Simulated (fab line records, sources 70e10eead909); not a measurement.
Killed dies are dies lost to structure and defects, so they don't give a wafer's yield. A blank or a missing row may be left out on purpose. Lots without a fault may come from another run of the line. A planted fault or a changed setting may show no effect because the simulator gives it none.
Which tool did it? | flow nand_harc | 13 lots, 39 wafers sampled, at 6 steps of a route of 1302

WHAT THE GAUGES READ, wafer by wafer
NHARC_A_ONON_D2_THK_MEAS_14: measures by ellipsometry.
lot  | measured     | on            | thk_nm (nm)
L260 | day 12 20:56 | film_metro-02 | 998 997 997
L262 | day 13 07:22 | film_metro-01 | 996 997 997
L263 | day 13 10:01 | film_metro-01 | 1009 1009 1008
L272 | day 17 12:48 | film_metro-02 | 997 999 998
L273 | day 17 21:52 | film_metro-01 | 1013 1011 1013
L274 | day 18 17:25 | film_metro-02 | 1014 1012 1010
L275 | day 18 17:25 | film_metro-01 | 1002 1004 1004
L277 | day 19 05:05 | film_metro-02 | 1002 1002 1004
L276 | day 19 05:03 | film_metro-01 | 996 996 997
L278 | day 20 11:47 | film_metro-01 | 1007 1007 1007
L279 | day 20 11:48 | film_metro-02 | 974 971 973
L280 | day 21 02:55 | film_metro-01 | 989 989 989
L282 | day 21 22:21 | film_metro-01 | 991 993 994

NHARC_A_ONON_D2_THK_MEAS_24: measures by ellipsometry.
lot  | measured     | on            | thk_nm (nm)
L260 | day 13 08:13 | film_metro-02 | 996 993 996
L262 | day 13 18:08 | film_metro-02 | 987 987 1567
L263 | day 13 18:29 | film_metro-02 | 1568 1569 987
L272 | day 17 21:38 | film_metro-01 | 1016 1015 1017
L273 | day 18 06:22 | film_metro-02 | 1005 1005 1006
L274 | day 19 02:20 | film_metro-02 | 1008 1009 1009
L275 | day 19 02:22 | film_metro-01 | 1022 1023 1023
L277 | day 19 13:55 | film_metro-02 | 994 995 996
L276 | day 19 13:55 | film_metro-01 | 981 984 982
L278 | day 20 20:39 | film_metro-01 | 1008 1007 1008
L279 | day 20 20:38 | film_metro-02 | 1017 1017 1018
L280 | day 21 14:52 | film_metro-01 | 1016 1015 1015
L282 | day 22 08:35 | film_metro-01 | 990 989 992

NHARC_END_SORT_01.
lot  | measured     | on        | killed_at_array | killed_at_other | killed_at_periphery | killed_dies | killed_open | killed_short
L262 | day 26 04:16 | prober-02 | 59 66 675       | 0 0 1           | 3 2 1               | 62 68 677   | 3 3 4       | 1 6 3
L263 | day 26 03:28 | prober-01 | 673 675 73      | 2 1 0           | 2 1 7               | 677 677 80  | 0 3 2       | 3 1 1

WHICH TOOL RAN EACH LOT (tool, then ch and the chambers of the sampled wafers, then the start)
lot  | NHARC_A_CHANNEL_FILL_D1_ALD_14   | NHARC_A_CHANNEL_FILL_D1_ETCHBACK_19 | NHARC_A_ONON_D2_DEP_22
L260 | ald_hk-04 ch 0,1,2, day 9 08:35  | rie_si-02 ch 0,1,3, day 10 01:42    | pecvd_onon-01 ch 0, day 13 07:46
L262 | ald_hk-04 ch 0,2,3, day 10 01:52 | rie_si-03 ch 0,1,2, day 10 19:46    | pecvd_onon-01 ch 0, day 13 17:41
L263 | ald_hk-04 ch 1,2, day 10 07:06   | rie_si-03 ch 0,1,2, day 11 00:05    | pecvd_onon-01 ch 0, day 13 18:09
L272 | ald_hk-02 ch 0,1, day 14 07:41   | rie_si-04 ch 0,1,3, day 15 00:40    | pecvd_onon-01 ch 0, day 17 21:14
L273 | ald_hk-02 ch 0,1,3, day 14 16:07 | rie_si-03 ch 0,1,2, day 15 08:56    | pecvd_onon-02 ch 0, day 18 05:58
L274 | ald_hk-03 ch 1,2, day 15 11:39   | rie_si-04 ch 2,3, day 16 04:50      | pecvd_onon-02 ch 0, day 19 01:57
L275 | ald_hk-02 ch 0,2,3, day 15 11:41 | rie_si-02 ch 0,1,2, day 16 04:49    | pecvd_onon-01 ch 0, day 19 01:52
L277 | ald_hk-03 ch 0,3, day 15 19:43   | rie_si-03 ch 0,1,3, day 16 13:01    | pecvd_onon-02 ch 0, day 19 13:31
L276 | ald_hk-04 ch 0,1,2, day 15 19:46 | rie_si-04 ch 1,2,3, day 16 13:01    | pecvd_onon-01 ch 0, day 19 13:27
L278 | ald_hk-02 ch 1,2,3, day 17 03:23 | rie_si-04 ch 2,3, day 18 01:00      | pecvd_onon-01 ch 0, day 20 20:19
L279 | ald_hk-02 ch 0,1,2, day 17 03:36 | rie_si-02 ch 0,1,2, day 18 01:01    | pecvd_onon-02 ch 0, day 20 20:19
L280 | ald_hk-04 ch 1,2,3, day 17 16:56 | rie_si-03 ch 0,1,2, day 18 12:28    | pecvd_onon-01 ch 0, day 21 14:20
L282 | ald_hk-04 ch 0,2, day 18 10:27   | rie_si-04 ch 1,2, day 19 04:26      | pecvd_onon-01 ch 0, day 22 08:08
- NHARC_A_CHANNEL_FILL_D1_ALD_14: deposits SiO2, target thk 2.5 nm, pulse time 10 s, ald cycles 25.
- NHARC_A_CHANNEL_FILL_D1_ETCHBACK_19: etches the open film in HBr/Cl2, target depth 5 nm, time 1.7 s.
- NHARC_A_ONON_D2_DEP_22: target thk 1000 nm.

WHAT THE TOOLS THEMSELVES READ (means of the sampled wafers that have a number; where no wafer has one, the mark that the record gives instead)
NHARC_A_CHANNEL_FILL_D1_ALD_14.
lot  | tool      | heater_power_w (W) | precursor_pulse_height_rel
L260 | ald_hk-04 | 459                | 0.981
L262 | ald_hk-04 | 476                | 0.996
L263 | ald_hk-04 | 435                | 1.005
L272 | ald_hk-02 | 433                | 1.016
L273 | ald_hk-02 | 455                | 1.008
L274 | ald_hk-03 | 493                | 1.016
L275 | ald_hk-02 | 452                | 1.001
L277 | ald_hk-03 | 459                | 0.998
L276 | ald_hk-04 | 455                | 0.996
L278 | ald_hk-02 | 492                | 0.999
L279 | ald_hk-02 | 470                | 1.002
L280 | ald_hk-04 | 441                | 0.997
L282 | ald_hk-04 | 480                | 1.001

NHARC_A_CHANNEL_FILL_D1_ETCHBACK_19.
lot  | tool      | drypump_motor_current_A (A) | hbr_flow_sccm (sccm) | oes_product_au (a.u.) | rf_fwd_power_W (W) | throttle_valve_pct (%)
L260 | rie_si-02 | 5.6                         | 149.8                | 1.007                 | 390.9              | 26.398
L262 | rie_si-03 | 5.8                         | 150.1                | 0.996                 | 390.5              | 26.395
L263 | rie_si-03 | 5.8                         | 150.0                | 0.999                 | 389.8              | 26.402
L272 | rie_si-04 | 5.7                         | 149.7                | 1.012                 | 389.6              | 26.409
L273 | rie_si-03 | 5.8                         | 150.0                | 0.996                 | 389.8              | 26.412
L274 | rie_si-04 | 5.2                         | 150.4                | 1.016                 | 390.0              | 26.407
L275 | rie_si-02 | 5.7                         | 150.1                | 1.002                 | 390.5              | 26.404
L277 | rie_si-03 | 5.9                         | 150.0                | 1.003                 | 390.6              | 26.416
L276 | rie_si-04 | 5.4                         | 149.8                | 1.017                 | 389.5              | 26.406
L278 | rie_si-04 | 5.4                         | 150.2                | 1.010                 | 389.8              | 26.402
L279 | rie_si-02 | 5.7                         | 149.8                | 1.008                 | 389.6              | 26.417
L280 | rie_si-03 | 5.8                         | 149.9                | 1.004                 | 390.7              | 26.402
L282 | rie_si-04 | 5.4                         | 150.5                | 1.014                 | 390.3              | 26.415

THE ANSWER, worked out from the rows above alone
Rule: what is usual is taken from the lots themselves. Put in order of their means at a reading, lots are off if they are a third of the lots or fewer, leave a main group of 4 or more, and stand apart from it by a gap of 3 or more times the standard deviation of the main group's means; of several such gaps the widest counts. A main group whose means are all the same, to the digits that the tables above print for the reading, isn't used. A lot without any number at a reading at which 4 lots or more have one is off too. The other lots that the step has rows for count as sound. The gauges are gone through in route order, then the tools' own readings, and for those a lot's mean is taken as printed above. The first step at which some lot is off is used, and at that step the reading that is off furthest; a lot without a number counts as furthest.
Off: L262, L263, at NHARC_A_ONON_D2_THK_MEAS_24 (thk_nm). The main group: mean 1005 nm, standard deviation 12.
A tool fits if, at a process step before that reading, it ran every lot that is off, and no sound lot after the first of them. The gauges at NHARC_A_ONON_D2_THK_MEAS_24 are tried like those tools. None of those tried fits.

WHAT THE SIMULATOR HAD PUT IN
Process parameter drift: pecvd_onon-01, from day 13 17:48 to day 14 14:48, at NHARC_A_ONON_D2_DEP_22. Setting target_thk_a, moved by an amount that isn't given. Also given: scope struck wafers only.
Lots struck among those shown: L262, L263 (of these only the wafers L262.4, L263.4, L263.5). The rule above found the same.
